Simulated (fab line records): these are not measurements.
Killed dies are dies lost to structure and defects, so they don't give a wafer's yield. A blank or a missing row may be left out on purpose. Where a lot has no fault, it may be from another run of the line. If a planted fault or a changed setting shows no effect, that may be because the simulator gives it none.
fab line records ; flow n5-finfet
[record] lots = 10; wafers = 30; last-day = 17
route steps=1938 shown GATE_CUT@473 MOL_CONTACT_COAG@540 BEOL_M4@1111 PASSIVATION@1936
lots that met no fault: taken from a fault-free run of the same line
start-h: the number of hours between the record's first day and the start of the first shown wafer of the lot ; wait-h: hours elapsed since this lot's preceding step ; " unchanged from the row above ; L1.1+2: a row that stands for several wafers ; - either no value or no given start ; * or withheld: withheld ; < > ~ a bound
route shown NAME@n: names a module that has steps shown in the file, with the first one's number in the route ; usual: the fault-free wafers' mean and standard deviation ; same: alike in all rows ; chamber/n: place in a boat ; sites: per-site readings ; _std_site: how widely they spread, as a standard deviation ; _edge_site: mean of outer sites minus mean of inner sites ; radius-mm: how far each site lies from the wafer's centre ; mask NAME#n: copy n ; behind: tool/chamber where the wafer was last shaped ; hold: cause of the lot's hold/its duration in hours/its outcome ; device: which transistor (n, p or np) failed to switch ; end of line: tests run on the same wafers once the route is complete ; for a step that has no rows: nothing shown but its recipe ; killed: at the first sort, the dies lost to defects and structure; wafer yield is something else ; map: the dies of a wafer, with x for killed, . for not killed, _ for no die there
set.NAME: setting as actually run; set.NAME@STEP: the setting as run at that earlier step ; model.NAME: the simulator's own value behind a step, which no gauge read
route steps across a sampled set of lots; one table per step, one row per wafer
services: from which hour (start-h, from the record's first day; less than 0 if before it) a tool's chamber was out of use, for how many hours, and why
[[steps]]
[step N5_GATE_CUT_SAC_CAP_01]
[recipe] material = SiNx; target-thk-a = 240; temp-c = 400; ald-precursor-family = SiH2I2; ald-co-reactant = N2/H2-plasma; pulse-time-s = 1; ald-cycles = 480; purge-time-s = 2; co-reactant-purge-time-s = 2; pressure-torr = 2
[usual] heater-power-w = 798/87; precursor-pulse-height-rel = 1.000/0.019
[same] pulse-time-s = 1
lot.wafer;tool;chamber;start-h;wait-h;heater-power-w;precursor-pulse-height-rel
L446.2;ald-sin-04;2;83.61;0.0;842;1.001
L446.5;ald-sin-04;1;84.70;1.1;905;1.004
L446.6;ald-sin-04;3;84.70;1.1;654;1.019
L447.1;ald-sin-04;0;90.12;0.3;754;1.008
L447.2;ald-sin-04;2;90.12;0.3;817;1.015
L447.6;ald-sin-04;3;91.21;1.4;669;0.971
L450.1;ald-sin-04;0;103.72;0.0;758;0.993
L450.2;ald-sin-04;1;103.72;0.0;896;0.978
L450.6;ald-sin-04;0;104.80;1.1;748;1.037
L451.1;ald-sin-03;3;112.54;0.0;980;1.018
L451.4;ald-sin-03;0;112.54;0.0;755;1.011
L451.5;ald-sin-03;1;113.63;1.1;886;1.012
L461.1;ald-sin-04;3;172.93;0.0;663;0.993
L461.3;ald-sin-04;1;172.93;0.0;892;1.000
L461.4;ald-sin-04;2;172.93;0.0;839;1.036
L462.1;ald-sin-04;0;175.88;0.0;747;0.992
L462.2;ald-sin-04;1;175.88;0.0;892;1.003
L462.3;ald-sin-04;2;175.88;0.0;850;0.975
L463.2;ald-sin-04;0;182.57;0.0;747;0.996
L463.4;ald-sin-04;0;183.65;1.1;743;0.957
L463.6;ald-sin-04;0;184.74;2.2;745;0.993
L464.2;ald-sin-01;1;187.90;0.0;847;1.035
L464.4;ald-sin-01;0;187.90;0.0;733;0.989
L464.5;ald-sin-01;3;188.98;1.1;811;0.989
L467.4;ald-sin-01;1;207.56;0.4;855;1.022
L467.5;ald-sin-01;2;208.65;1.5;820;0.980
L467.6;ald-sin-01;1;208.65;1.5;829;1.009
L468.2;ald-sin-03;1;212.56;0.0;875;1.004
L468.3;ald-sin-03;3;212.56;0.0;932;1.007
L468.5;ald-sin-03;1;213.64;1.1;852;0.978
[step N5_MOL_CONTACT_COAG_CD_MEAS_99]
[recipe] target-cd-nm = 17.2; polarity = opening
[usual] cd-nm = 17.1/0.37
lot.wafer;tool;chamber;start-h;wait-h;cd-nm
L446.2;cd-sem-01;-;91.61;-;16.9
L446.5;cd-sem-01;-;91.61;-;16.7
L446.6;cd-sem-01;-;91.61;-;16.8
L447.1;cd-sem-01;-;98.33;-;16.9
L447.2;cd-sem-01;-;98.33;-;17.0
L447.6;cd-sem-01;-;98.33;-;16.7
L450.1;cd-sem-01;-;111.29;-;16.9
L450.2;cd-sem-01;-;111.29;-;16.2
L450.6;cd-sem-01;-;111.29;-;16.8
L451.1;cd-sem-01;-;120.47;-;17.5
L451.4;cd-sem-01;-;120.47;-;16.7
L451.5;cd-sem-01;-;120.47;-;17.1
L461.1;cd-sem-03;-;181.87;-;17.5
L461.3;cd-sem-03;-;181.87;-;17.2
L461.4;cd-sem-03;-;181.87;-;16.6
L462.1;cd-sem-03;-;183.88;-;17.0
L462.2;cd-sem-03;-;183.88;-;17.3
L462.3;cd-sem-03;-;183.88;-;16.9
L463.2;cd-sem-01;-;191.19;-;17.1
L463.4;cd-sem-01;-;191.19;-;17.0
L463.6;cd-sem-01;-;191.19;-;16.8
L464.2;cd-sem-02;-;195.27;-;17.4
L464.4;cd-sem-02;-;195.27;-;17.0
L464.5;cd-sem-02;-;195.27;-;17.2
L467.4;cd-sem-01;-;215.60;-;18.2
L467.5;cd-sem-01;-;215.60;-;17.7
L467.6;cd-sem-01;-;215.60;-;17.8
L468.2;cd-sem-01;-;220.75;-;17.6
L468.3;cd-sem-01;-;220.75;-;17.4
L468.5;cd-sem-01;-;220.75;-;16.8
[step N5_MOL_CONTACT_COAG_CMP_23]
[recipe] stop-on = SiO2; t-overpolish-s = 1.5; post-cmp-clean = cu-alkaline; down-force-psi = 2; platen-rpm = 50.289; pad-velocity-m-s = 1.0006; target-thk-nm = 0
[usual] motor-current-A = 8.3/0.85; overpolish-run-s = 1.501/0.0091; time-to-endpoint-s = 8.3/2.7
lot.wafer;tool;chamber;start-h;wait-h;motor-current-A;overpolish-run-s;time-to-endpoint-s
L446.2;cmp-04;0;96.54;0.1;9.0;1.489;6.8
L446.6;cmp-04;1;96.54;0.1;7.3;1.516;5.9
L446.5;cmp-04;2;96.54;0.1;8.7;1.500;7.3
L447.2;cmp-04;2;105.21;0.2;9.3;1.502;6.1
L447.1;cmp-04;3;105.21;0.2;9.9;1.499;4.6
L447.6;cmp-04;1;105.21;0.2;7.6;1.508;3.0
L450.1;cmp-04;2;116.01;0.0;8.8;1.503;4.8
L450.2;cmp-04;0;116.01;0.0;8.9;1.501;5.7
L450.6;cmp-04;3;116.01;0.0;9.2;1.499;5.3
L451.4;cmp-04;2;128.50;0.1;8.6;1.509;6.0
L451.1;cmp-04;3;128.50;0.1;9.7;1.489;8.0
L451.5;cmp-04;1;128.50;0.1;7.8;1.504;5.0
L461.1;cmp-01;1;190.56;0.0;7.9;1.497;8.5
L461.3;cmp-01;3;190.56;0.0;9.4;1.497;11.3
L461.4;cmp-01;0;190.56;0.0;7.0;1.490;14.3
L462.2;cmp-04;0;190.75;0.1;8.8;1.505;8.9
L462.1;cmp-04;1;190.75;0.1;7.2;1.498;6.2
L462.3;cmp-04;2;190.75;0.1;8.0;1.501;7.7
L463.2;cmp-04;3;196.26;0.1;8.9;1.497;10.5
L463.4;cmp-04;0;196.26;0.1;9.1;1.507;9.3
L463.6;cmp-04;2;196.26;0.1;8.6;1.492;7.9
L464.2;cmp-01;2;203.41;0.1;8.7;1.514;7.3
L464.4;cmp-01;3;203.41;0.1;9.4;1.498;8.7
L464.5;cmp-01;1;203.41;0.1;8.4;1.500;7.2
L467.4;cmp-04;0;220.71;0.1;8.5;1.495;7.6
L467.6;cmp-04;3;220.71;0.1;9.2;1.495;8.1
L467.5;cmp-04;0;220.71;0.1;8.7;1.507;9.6
L468.3;cmp-04;2;225.96;0.0;8.6;1.511;6.6
L468.2;cmp-04;1;225.96;0.0;7.7;1.494;7.6
L468.5;cmp-04;2;225.96;0.0;8.5;1.511;6.9
[step N5_MOL_CONTACT_COAG_THK_MEAS_29]
[recipe] reads = SiNx_of_GATE_CUT_PECVD_57+SiNx_of_GATE_CUT_SAC_CAP_01
[usual] MD_CAP_THK = 17.96/0.093
lot.wafer;tool;chamber;start-h;wait-h;MD_CAP_THK[nm]
L446.2;film-metro-02;-;99.16;-;18.03
L446.5;film-metro-02;-;99.16;-;17.87
L446.6;film-metro-02;-;99.16;-;17.91
L447.1;film-metro-01;-;108.49;-;18.10
L447.2;film-metro-01;-;108.49;-;18.12
L447.6;film-metro-01;-;108.49;-;18.15
L450.1;film-metro-01;-;118.73;-;18.09
L450.2;film-metro-01;-;118.73;-;17.98
L450.6;film-metro-01;-;118.73;-;18.09
L451.1;film-metro-01;-;131.15;-;17.84
L451.4;film-metro-01;-;131.15;-;17.89
L451.5;film-metro-01;-;131.15;-;17.81
L461.1;film-metro-02;-;193.38;-;15.37
L461.3;film-metro-02;-;193.38;-;15.18
L461.4;film-metro-02;-;193.38;-;15.31
L462.1;film-metro-01;-;193.71;-;15.33
L462.2;film-metro-01;-;193.71;-;15.22
L462.3;film-metro-01;-;193.71;-;15.35
L463.2;film-metro-02;-;198.91;-;15.39
L463.4;film-metro-02;-;198.91;-;15.42
L463.6;film-metro-02;-;198.91;-;15.48
L464.2;film-metro-02;-;206.02;-;17.94
L464.4;film-metro-02;-;206.02;-;17.95
L464.5;film-metro-02;-;206.02;-;18.04
L467.4;film-metro-01;-;223.40;-;18.01
L467.5;film-metro-01;-;223.40;-;17.86
L467.6;film-metro-01;-;223.40;-;17.95
L468.2;film-metro-01;-;228.69;-;18.05
L468.3;film-metro-01;-;228.69;-;17.90
L468.5;film-metro-01;-;228.69;-;17.98
[step N5_MOL_CONTACT_COAG_CD_MEAS_84]
[recipe] target-cd-nm = 25.1; landing-energy-ev = 500; detector = se-inlens; polarity = opening
[usual] cd-nm = 25.17/0.24
[same] landing-energy-ev = 500
lot.wafer;tool;chamber;start-h;wait-h;cd-nm
L446.2;cd-sem-02;0;100.38;-;25.27
L446.5;cd-sem-02;0;100.38;-;25.06
L446.6;cd-sem-02;0;100.38;-;25.33
L447.1;cd-sem-01;0;109.50;-;25.48
L447.2;cd-sem-01;0;109.50;-;25.24
L447.6;cd-sem-01;0;109.50;-;24.95
L450.1;cd-sem-03;0;119.61;-;24.95
L450.2;cd-sem-03;0;119.61;-;25.21
L450.6;cd-sem-03;0;119.61;-;25.35
L451.1;cd-sem-02;0;132.03;-;25.07
L451.4;cd-sem-02;0;132.03;-;25.23
L451.5;cd-sem-02;0;132.03;-;24.66
L461.1;cd-sem-02;0;194.40;-;25.42
L461.3;cd-sem-02;0;194.40;-;25.03
L461.4;cd-sem-02;0;194.40;-;25.11
L462.1;cd-sem-02;0;194.59;-;25.17
L462.2;cd-sem-02;0;194.59;-;25.18
L462.3;cd-sem-02;0;194.59;-;25.41
L463.2;cd-sem-03;0;199.81;-;25.45
L463.4;cd-sem-03;0;199.81;-;25.35
L463.6;cd-sem-03;0;199.81;-;24.82
L464.2;cd-sem-03;0;207.02;-;24.95
L464.4;cd-sem-03;0;207.02;-;25.28
L464.5;cd-sem-03;0;207.02;-;25.07
L467.4;cd-sem-02;0;224.42;-;25.07
L467.5;cd-sem-02;0;224.42;-;24.83
L467.6;cd-sem-02;0;224.42;-;24.82
L468.2;cd-sem-01;0;229.71;-;25.64
L468.3;cd-sem-01;0;229.71;-;25.03
L468.5;cd-sem-01;0;229.71;-;25.12
[step N5_BEOL_M4_RC_MEAS_101]
[usual] DIBL_N = 36.5/2; DIBL_P = 36.5/2.3; IOFF_N = 0.16/0.036; IOFF_P = 0.21/0.037; ION_N = 672/12; ION_P = 459/7.1; SS_N = 71.6/0.73; SS_P = 73.4/0.76; VT_N = 250/3.3; VT_P = -250.5/2.9
lot.wafer;tool;chamber;start-h;wait-h;DIBL_N[mV/V];DIBL_P[mV/V];IOFF_N[nA/um];IOFF_P[nA/um];ION_N[uA/um];ION_P[uA/um];SS_N[mV/dec];SS_P[mV/dec];VT_N[mV];VT_P[mV]
L446.2;prober-02;0;182.99;0.2;31.8;34.0;0.12;0.17;671;462;71.2;72.4;252;-250.3
L446.5;prober-02;0;182.99;0.2;33.0;34.7;0.13;0.17;659;450;70.6;72.4;254;-253.8
L446.6;prober-02;0;182.99;0.2;34.4;37.4;0.16;0.20;675;461;70.9;73.5;250;-249.8
L447.1;prober-02;0;191.31;0.0;37.5;37.7;0.16;0.22;672;459;71.8;74.5;248;-247.8
L447.2;prober-02;0;191.31;0.0;39.7;40.1;0.20;0.25;676;464;72.6;74.9;248;-246.5
L447.6;prober-02;0;191.31;0.0;38.2;38.4;0.17;0.23;673;461;72.1;74.8;250;-249.2
L451.1;prober-01;0;194.93;0.0;32.9;33.3;0.11;0.17;671;465;70.6;72.2;253;-255.8
L451.4;prober-01;0;194.93;0.0;36.0;36.4;0.15;0.21;682;468;70.7;73.5;249;-247.8
L451.5;prober-01;0;194.93;0.0;31.2;31.0;0.10;0.14;672;465;69.7;72.0;257;-254.7
L450.1;prober-01;0;199.42;0.0;40.0;39.5;0.23;0.28;695;472;72.2;74.4;246;-246.4
L450.2;prober-01;0;199.42;0.0;40.9;41.1;0.25;0.32;679;457;72.4;74.7;245;-248.5
L450.6;prober-01;0;199.42;0.0;35.9;34.9;0.14;0.19;657;451;71.0;73.1;251;-251.8
L462.1;prober-02;0;262.70;0.0;37.0;35.9;0.15;0.20;671;459;72.1;73.0;251;-251.3
L462.2;prober-02;0;262.70;0.0;37.3;34.9;0.14;0.19;645;444;71.8;72.9;253;-251.0
L462.3;prober-02;0;262.70;0.0;39.1;38.0;0.19;0.25;681;464;71.4;73.8;249;-246.2
L461.1;prober-01;0;263.28;0.0;35.6;38.7;0.16;0.20;675;459;71.5;74.3;250;-251.6
L461.3;prober-01;0;263.28;0.0;36.9;39.1;0.17;0.21;672;456;71.8;74.2;250;-252.3
L461.4;prober-01;0;263.28;0.0;33.8;34.8;0.12;0.15;659;451;71.3;72.7;255;-258.8
L464.2;prober-02;0;274.28;0.2;35.3;33.9;0.13;0.20;667;463;70.7;72.7;253;-247.5
L464.4;prober-02;0;274.28;0.2;35.1;33.6;0.13;0.19;671;464;70.4;72.4;252;-250.6
L464.5;prober-02;0;274.28;0.2;36.7;35.6;0.15;0.23;679;470;71.5;73.3;249;-247.3
L463.2;prober-01;0;280.33;0.2;36.3;34.2;0.15;0.18;670;454;71.7;73.4;251;-254.5
L463.4;prober-01;0;280.33;0.2;36.5;35.2;0.15;0.19;683;465;71.3;73.0;248;-249.9
L463.6;prober-01;0;280.33;0.2;36.8;35.0;0.15;0.19;663;453;72.0;73.7;254;-252.3
L467.4;prober-01;0;297.56;0.5;39.5;41.0;0.23;0.29;697;475;71.6;74.7;243;-246.4
L467.5;prober-01;0;297.56;0.5;36.8;37.8;0.18;0.24;688;464;71.4;73.5;246;-246.8
L467.6;prober-01;0;297.56;0.5;34.2;34.2;0.12;0.17;664;459;71.0;72.8;254;-250.7
L468.2;prober-01;0;309.41;0.2;38.1;41.2;0.24;0.30;691;474;72.1;73.9;243;-243.0
L468.3;prober-01;0;309.41;0.2;37.5;39.5;0.21;0.26;684;467;71.8;74.3;248;-246.6
L468.5;prober-01;0;309.41;0.2;37.7;39.4;0.21;0.26;661;449;72.3;74.0;247;-245.4
[step N5_PASSIVATION_PROBE_49]
[usual] defect-limited-yield = 91.4/1.4; killed_at_M0_to_M3 = 33/11; killed_at_M4_up = 13/5.3; killed-at-contacts = 13/6.1; killed-at-front-end = 40/11; killed-at-other = 2.9/2.7; killed-dies = 102/17; killed-on-rim = 14/4.2; killed-open = 68/13; killed-short = 32/7.5; sort_bin_4_leakage = 0.00/0.022; sort_bin_5_function = 5.1/0.98; sort_bin_6_memory = 3.2/0.69; sort_bin_8_speed = 0.1/1.1; sort-n-pass = 1077/21; sort-yield-pct = 91.3/1.7
[same] gross-dies = 1180; killed-at-back-side = 0
lot.wafer;tool;chamber;start-h;wait-h;defect-limited-yield[%];killed_at_M0_to_M3;killed_at_M4_up;killed-at-contacts;killed-at-front-end;killed-at-other;killed-dies;killed-on-rim;killed-open;killed-short;sort_bin_4_leakage[%];sort_bin_5_function[%];sort_bin_6_memory[%];sort_bin_8_speed[%];sort-n-pass;sort-yield-pct[%]
L446.2;prober-01;-;296.84;0.1;91.1;28;12;13;47;5;105;10;65;37;0;5.2;3.4;0;1075;91.1
L446.5;prober-01;-;296.99;0.2;91.3;40;11;18;31;3;103;15;56;40;0;4.7;2.9;0;1077;91.3
L446.6;prober-01;-;297.04;0.3;90.9;37;14;11;44;1;107;12;68;39;0;4.9;4.0;0;1073;90.9
L462.1;prober-02;-;383.31;0.0;89.7;24;19;44;34;0;121;11;63;31;0;6.5;3.3;0;1059;89.7
L462.2;prober-02;-;383.36;0.1;83.7;65;15;72;40;0;192;12;78;47;0;12.5;3.6;0.3;985;83.5
L462.3;prober-02;-;383.41;0.1;83.6;47;8;111;26;2;194;13;55;37;0;13.1;3.1;0;986;83.6
L461.1;prober-02;-;391.82;0.0;89.6;32;15;27;45;4;123;9;65;38;0;7.5;2.7;0;1057;89.6
L461.3;prober-02;-;391.92;0.1;85.7;31;20;70;46;2;169;15;75;39;0;10.3;3.8;0;1011;85.7
L461.4;prober-02;-;391.97;0.2;86.3;31;16;68;42;5;162;19;78;27;0;9.7;3.6;0;1018;86.3
L464.2;prober-02;-;395.53;0.1;90.7;21;16;8;60;5;110;20;68;42;0;4.8;4.2;0;1070;90.7
L464.4;prober-02;-;395.63;0.2;90.3;22;11;23;58;1;115;12;70;42;0;5.8;3.4;0;1065;90.3
L464.5;prober-02;-;395.68;0.2;91.3;20;13;11;56;3;103;11;66;37;0;5.5;3.0;0;1077;91.3
L463.2;prober-01;-;399.63;0.1;88.0;37;18;50;36;1;142;18;77;32;0;7.7;3.7;0;1038;88.0
L463.4;prober-01;-;399.73;0.2;84.7;32;13;98;36;1;180;9;72;28;0;11.7;2.9;0;1000;84.7
L463.6;prober-01;-;399.83;0.3;86.1;40;19;76;28;1;164;18;89;25;0;8.8;4.8;0;1016;86.1
// killed by level:class
L446.2 FIN_SAQP:geometric-particle:short=21 MOL_CONTACT_COAG:geometric-particle:open=11 FIN_SAQP:geometric-particle:open=9 BEOL_M0_SAQP:geometric-particle:open=7 BEOL_M0:geometric-particle:open=7 BEOL_M3:geometric-particle:open=5 BEOL_M4:geometric-particle:open=5 STARTING-WAFER:geometric-particle:open=5
L446.5 MOL_CONTACT_COAG:geometric-particle:open=16 FIN_SAQP:geometric-particle:short=13 BEOL_M0_SAQP:geometric-particle:open=10 BEOL_M0_SAQP:geometric-particle:short=9 BEOL_M3:geometric-particle:open=8 STARTING-WAFER:geometric-particle:short=6 HKMG_FIN:area-etch=6 BEOL_M2:geometric-particle:open=5
L446.6 FIN_SAQP:geometric-particle:short=19 FIN_SAQP:geometric-particle:open=10 MOL_CONTACT_COAG:geometric-particle:open=10 BEOL_M0_SAQP:geometric-particle:short=9 BEOL_M3:geometric-particle:open=8 BEOL_M4:geometric-particle:open=7 BEOL_M0_SAQP:geometric-particle:open=7 STI_FIN_REVEAL:geometric-particle:open=5
L462.1 MOL_CONTACT_COAG:area-etch=27 MOL_CONTACT_COAG:geometric-particle:open=13 FIN_SAQP:geometric-particle:short=10 BEOL_M4:geometric-particle:open=9 BEOL_M2:geometric-particle:open=6 STARTING-WAFER:geometric-particle:open=6 FIN_SAQP:geometric-particle:open=4 STI_FIN_REVEAL:geometric-particle:open=4
L462.2 MOL_CONTACT_COAG:area-etch=66 BEOL_M1:geometric-particle:open=16 BEOL_M0_SAQP:geometric-particle:short=12 FIN_SAQP:geometric-particle:short=11 BEOL_M0_SAQP:geometric-particle:open=9 FIN_SAQP:geometric-particle:open=8 BEOL_M0:geometric-particle:open=7 DUMMY_GATE:geometric-particle:open=5
L462.3 MOL_CONTACT_COAG:area-etch=101 BEOL_M0_SAQP:geometric-particle:open=15 MOL_CONTACT_COAG:geometric-particle:open=9 BEOL_M0_SAQP:geometric-particle:short=8 FIN_SAQP:geometric-particle:short=6 BEOL_M1:geometric-particle:open=6 GATE_CUT:geometric-particle:short=5 BEOL_M3:geometric-particle:open=5
L461.1 MOL_CONTACT_COAG:area-etch=17 BEOL_M3:geometric-particle:open=11 FIN_SAQP:geometric-particle:open=10 STI_FIN_REVEAL:geometric-particle:open=9 MOL_CONTACT_COAG:geometric-particle:open=8 FIN_SAQP:geometric-particle:short=7 BEOL_M0_SAQP:geometric-particle:open=7 BEOL_M0_SAQP:geometric-particle:short=7
L461.3 MOL_CONTACT_COAG:area-etch=55 FIN_SAQP:geometric-particle:open=11 MOL_CONTACT_COAG:geometric-particle:open=11 STI_FIN_REVEAL:geometric-particle:open=9 BEOL_M0_SAQP:geometric-particle:open=8 BEOL_M2:geometric-particle:open=6 FIN_SAQP:geometric-particle:short=5 BEOL_M0_SAQP:geometric-particle:short=5
L461.4 MOL_CONTACT_COAG:area-etch=56 STI_FIN_REVEAL:geometric-particle:open=18 MOL_CONTACT_COAG:geometric-particle:open=10 BEOL_M0_SAQP:geometric-particle:open=10 FIN_SAQP:geometric-particle:open=9 BEOL_M0_SAQP:geometric-particle:short=8 BEOL_M4:geometric-particle:open=6 BEOL_M3:geometric-particle:open=5
L464.2 FIN_SAQP:geometric-particle:open=14 FIN_SAQP:geometric-particle:short=11 STI_FIN_REVEAL:geometric-particle:open=11 GATE_CUT:geometric-particle:short=9 BEOL_M4:geometric-particle:open=7 MOL_CONTACT_COAG:geometric-particle:open=5 BEOL_M0_SAQP:geometric-particle:open=5 BEOL_M0_SAQP:geometric-particle:short=4
L464.4 FIN_SAQP:geometric-particle:open=23 MOL_CONTACT_COAG:geometric-particle:open=17 FIN_SAQP:geometric-particle:short=12 BEOL_M0_SAQP:geometric-particle:short=7 STI_FIN_REVEAL:geometric-particle:open=5 BEOL_M0_SAQP:geometric-particle:open=5 MOL_CONTACT_COAG:geometric-particle:short=4 ILD0:geometric-particle:short=4
L464.5 STI_FIN_REVEAL:geometric-particle:open=14 FIN_SAQP:geometric-particle:short=14 FIN_SAQP:geometric-particle:open=10 MOL_CONTACT_COAG:geometric-particle:open=9 BEOL_M4:geometric-particle:open=9 GATE_CUT:geometric-particle:short=7 BEOL_M1:geometric-particle:open=6 BEOL_M0_SAQP:geometric-particle:short=5
L463.2 MOL_CONTACT_COAG:area-etch=27 MOL_CONTACT_COAG:geometric-particle:open=19 FIN_SAQP:geometric-particle:short=9 BEOL_M3:geometric-particle:open=9 BEOL_M4:geometric-particle:open=9 FIN_SAQP:geometric-particle:open=7 BEOL_M0_SAQP:geometric-particle:short=7 BEOL_M1:geometric-particle:open=6
L463.4 MOL_CONTACT_COAG:area-etch=73 MOL_CONTACT_COAG:geometric-particle:open=19 BEOL_M3:geometric-particle:open=8 HKMG_FIN:area-etch=7 FIN_SAQP:geometric-particle:open=6 STI_FIN_REVEAL:geometric-particle:open=6 MOL_CONTACT_COAG:geometric-particle:short=6 BEOL_M0_SAQP:geometric-particle:open=6
L463.6 MOL_CONTACT_COAG:area-etch=49 MOL_CONTACT_COAG:geometric-particle:open=25 FIN_SAQP:geometric-particle:open=10 BEOL_M1:geometric-particle:open=10 BEOL_M3:geometric-particle:open=8 BEOL_M2:geometric-particle:open=7 BEOL_M5:geometric-particle:open=7 BEOL_M0_SAQP:geometric-particle:open=6
[[services]]
tool;chamber;start-h;hours;kind
ald-sin-01;2;68.45;16.5;repair
cmp-04;-;73.73;4.0;pm
cmp-01;-;75.80;1.0;repair
cmp-04;-;77.73;-;consumable-replace:conditioner
cmp-04;-;77.73;-;consumable-replace:pad
ald-sin-01;-;85.25;14.0;pm
ald-sin-01;0;85.25;14.0;vent-cycle
ald-sin-01;1;85.25;14.0;vent-cycle
ald-sin-01;2;85.25;14.0;vent-cycle
ald-sin-01;3;85.25;14.0;vent-cycle
cmp-01;-;94.15;9.5;pm
ald-sin-01;0;99.25;-;clean
ald-sin-01;1;99.25;-;clean
ald-sin-01;2;99.25;-;clean
ald-sin-01;3;99.25;-;clean
cmp-01;-;103.65;8.3;pm
ald-sin-01;2;109.21;3.2;repair
ald-sin-04;-;112.72;2.8;pm
ald-sin-04;3;132.14;3.9;repair
ald-sin-03;-;177.13;14.0;pm
ald-sin-03;0;177.13;14.0;vent-cycle
ald-sin-03;1;177.13;14.0;vent-cycle
ald-sin-04;2;177.27;15.7;repair
cmp-04;-;182.02;4.5;repair
[[key]]
[first-sign] step = N5_MOL_CONTACT_COAG_THK_MEAS_29; reading = MD_CAP_THK; direction = down; sigmas = 28; usual = 17.96; struck = 15.34
[effect] step = N5_PASSIVATION_PROBE_49; reading = killed-at-contacts; direction = up; sigmas = 9.1; usual = 13; struck = 68
[more-kills-born-at] N5_MOL_CONTACT_COAG_ETCH_47@rie-diel-06 = 343; N5_MOL_CONTACT_COAG_ETCH_47@rie-diel-05 = 128
met-at N5_GATE_CUT_SAC_CAP_01
struck-lots L461,L462,L463
not-acting-at N5_MOL_CONTACT_COAG_CD_MEAS_99,N5_MOL_CONTACT_COAG_CMP_23,N5_MOL_CONTACT_COAG_CD_MEAS_84
[fault] kind = site-profile-drift; tool = ald-sin-04; chamber = -; onset-h = 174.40; steps = N5_GATE_CUT_SAC_CAP_01; basis = fraction; max-abs-drift = 0.24691; slope-share-per-hr = 54.87; site-pattern = 0,0,0,0,0,-1,-1,-1,-1
